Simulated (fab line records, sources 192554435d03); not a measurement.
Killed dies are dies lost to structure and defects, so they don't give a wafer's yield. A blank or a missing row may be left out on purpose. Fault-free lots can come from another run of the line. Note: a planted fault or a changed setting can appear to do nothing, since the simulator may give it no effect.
Struck lot and sound lot, side by side :: flow n5_finfet :: 25 out of 1938 route steps
Sound: wafers L334.2, L334.4, L334.5. Struck: wafers L341.1, L341.2, L341.5. The cause comes at the end.
For every step that has rows: the tool of each side, followed by ch and its chambers, followed by its first start. Under that, the readings that differ: sound wafers :: struck wafers :: difference of the means :: sigmas: that difference in standard deviations of wafers without a fault.
alike: same words and numbers on both sides, and readings whose means sit less than 2 such deviations apart. not compared: any withheld reading, any reading some wafer has no value for, any bound like >300 that may hide the same value, and any number with overlapping values for which the record gives no deviation.
The two part at a step that has a row with sigmas, a row that says differs or no value, or rows on one side only. When numbers do not overlap yet have no deviation, they are printed without sigmas and do not part them. A reading that every wafer of one side lacks parts them only if that side has two wafers or more.

first, 9 steps without rows for these wafers: N5_MIM_BOT_LITHO_EXPOSE_05 (exposes mask MIM BOT); N5_MIM_BOT_LITHO_PEB_06; N5_MIM_BOT_LITHO_DEVELOP_07 (develop time 60 s); N5_MIM_BOT_LITHO_HARDBAKE_09 (time 120 s); N5_MIM_BOT_LITHO_DESCUM_10 (chemistry O2, time 7.9 s); N5_MIM_BOT_ETCH_ETCH_04 (etches SiNx in CF4/O2, target depth 26 nm, time 13 s); N5_MIM_BOT_ETCH_ETCH_03 (etches the open film in Cl2/BCl3, target depth 12 nm); N5_MIM_BOT_ETCH_ETCH_00 (etches TiN in Cl2/BCl3, target depth 45.5 nm); N5_MIM_BOT_ETCH_STRIP_01 (strips in O2).
N5_MIM_BOT_ETCH_STRIP_02: strips in post etch residue remover, time 1200 s.
  sound on wet_bench-01 ch 2,5,6, day 14 15:07; struck on wet_bench-01 ch 0,3,4, day 15 23:31
  alike: bath_guard_temp_C
then, 12 steps without rows for these wafers: N5_MIM_BOT_ETCH_CLEAN_05 (cleans in IPA, time 180 s); N5_MIM_BOT_ETCH_SRD_06 (time 30 s); N5_PASSIVATION_PECVD_55 (deposits SiO2 from SiH4/N2O, target thk 400 nm, time 22.5 s); N5_PASSIVATION_PECVD_01 (deposits SiNx from SiH4/NH3/N2, target thk 200 nm, time 43.2 s); N5_PASSIVATION_HMDS_03 (time 60 s); N5_PASSIVATION_COAT_04; N5_PASSIVATION_EBR_06; N5_PASSIVATION_SOFTBAKE_05 (time 90 s); N5_PASSIVATION_EXPOSE_07 (exposes mask TV, defocus 0 nm, target cd 3000 nm); N5_PASSIVATION_PEB_08; N5_PASSIVATION_DEVELOP_09 (develop time 60 s); N5_PASSIVATION_HARDBAKE_11 (time 120 s).
N5_PASSIVATION_INSPECT_61: inspects for defects (macro).
  sound: defect_inspect-01 at day 14 17:42; struck: defect_inspect-01 at day 16 06:52
reading: raw_defect_count
sound: 2 0 2
struck: >300 >300 >300
difference: differs
sigmas: 
then, 1 step without rows for these wafers: N5_PASSIVATION_DESCUM_12 (chemistry O2, time 7.9 s).
N5_PASSIVATION_PROBE_49:
  record: rows for the struck wafers here (prober-01, day 16 13:04), none for the sound ones

## WHERE THEY PART
First at N5_PASSIVATION_INSPECT_61; last, within this record, at N5_PASSIVATION_PROBE_49.

WHY: what had been put in by the simulator
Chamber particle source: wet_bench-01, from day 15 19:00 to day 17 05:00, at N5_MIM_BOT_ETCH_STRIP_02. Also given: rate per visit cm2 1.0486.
